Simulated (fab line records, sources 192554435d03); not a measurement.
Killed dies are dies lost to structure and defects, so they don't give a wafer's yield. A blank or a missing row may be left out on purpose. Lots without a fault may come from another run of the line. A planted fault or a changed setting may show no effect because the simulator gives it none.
Split-lot experiment | flow n5_finfet | 7 lots, 21 wafers read, on a route of 1938 steps

THE SPLIT
At N5_BEOL_M9_ETCH_65 (etches SiARC in CF4, target depth 15.6 nm, time 26 s), the setting bias_w was moved away from the recipe's 36 W on 4 of the 21 wafers read, by +9.3% to +16.9%. The other wafers ran this setting at the recipe's value.

The reading is taken at the split's own step.

THE READING
rf_vpp_V, in V, at N5_BEOL_M9_ETCH_65 (etches SiARC in CF4, target depth 15.6 nm, time 26 s). Fault-free wafers of this fab line usually give 184.2 V, standard deviation 1.2 V.

wafer  | tool, chamber at the split | bias_w as run, W | against the recipe | rf_vpp_V, V | against lot-mates on the recipe
L074.2 | rie_diel-03, 1             | 36               | recipe             | 183.5       | -
L074.4 | rie_diel-03, 0             | 36               | recipe             | 185.9       | -
L074.6 | rie_diel-03, 0             | 36               | recipe             | 185.1       | -
L075.1 | rie_diel-01, 3             | 36               | recipe             | 185.0       | -
L075.4 | rie_diel-01, 2             | 42.08            | +16.9%             | 204.1       | +18.5
L075.5 | rie_diel-01, 2             | 36               | recipe             | 186.2       | -
L078.1 | rie_diel-03, 2             | 36               | recipe             | 183.5       | -
L078.3 | rie_diel-03, 1             | 36               | recipe             | 185.7       | -
L078.6 | rie_diel-03, 0             | 36               | recipe             | 184.6       | -
L090.4 | rie_diel-02, 1             | 41.76            | +16.0%             | 200.4       | +16.6
L090.5 | rie_diel-02, 2             | 36               | recipe             | 186.1       | -
L090.6 | rie_diel-02, 3             | 36               | recipe             | 181.5       | -
L089.1 | rie_diel-01, 2             | 36               | recipe             | 183.6       | -
L089.3 | rie_diel-01, 1             | 36               | recipe             | 182.8       | -
L089.4 | rie_diel-01, 3             | 36               | recipe             | 182.9       | -
L091.2 | rie_diel-01, 0             | 36               | recipe             | 183.9       | -
L091.3 | rie_diel-01, 2             | 36               | recipe             | 184.2       | -
L091.4 | rie_diel-01, 1             | 41.02            | +13.9%             | 199.0       | +14.9
L096.1 | rie_diel-01, 0             | 36               | recipe             | 183.3       | -
L096.3 | rie_diel-01, 3             | 36               | recipe             | 183.7       | -
L096.5 | rie_diel-01, 0             | 39.35            | +9.3%              | 196.0       | +12.5

THE FIT
A straight line over all 21 wafers: rf_vpp_V changes by +1.11 V for each +1% of bias_w; r = +0.98; the points scatter about the line by 1.3 V.
The same after taking each lot's own level away (the mean of its wafers on the recipe; 21 wafers): +1.09 V for each +1%; r = +0.99; scatter 1.1 V.
On that fit, the largest move of bias_w shifts the reading by 18 V.
The lots' own levels span 183.10 to 185.60 V, that is 2.1 times the standard deviation above.
So the lot-to-lot level changes the slope little: the two slopes agree.
Check: with one of the wafers moved furthest among these (+16.9%) left out of the fit, the line predicts +18.6 V for it against its lot-mates. It came out at +18.5 V against them.
Tool readings at the split's step, against how far the setting was moved: rf_vpp_V r = +0.98.

OTHER SPLITS ON THESE WAFERS
These wafers also went through other splits before the reading. Each is held against what the fit with the lots' levels taken away leaves over:
other split on the same wafers | wafers away from the commonest value | r with rf_vpp_V (lot level and that fit taken away)
N5_BEOL_M7_DESCUM_33 time_s    | 7                                    | -0.08
N5_BEOL_M8_DEP_56 time_s       | 6                                    | +0.21
N5_BEOL_M9_ILD_DEP_00 time_s   | 6                                    | -0.15

THE FILE'S OWN FIT
rf_vpp_V changes by +1.1 V for each +1% of bias_w, r = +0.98.
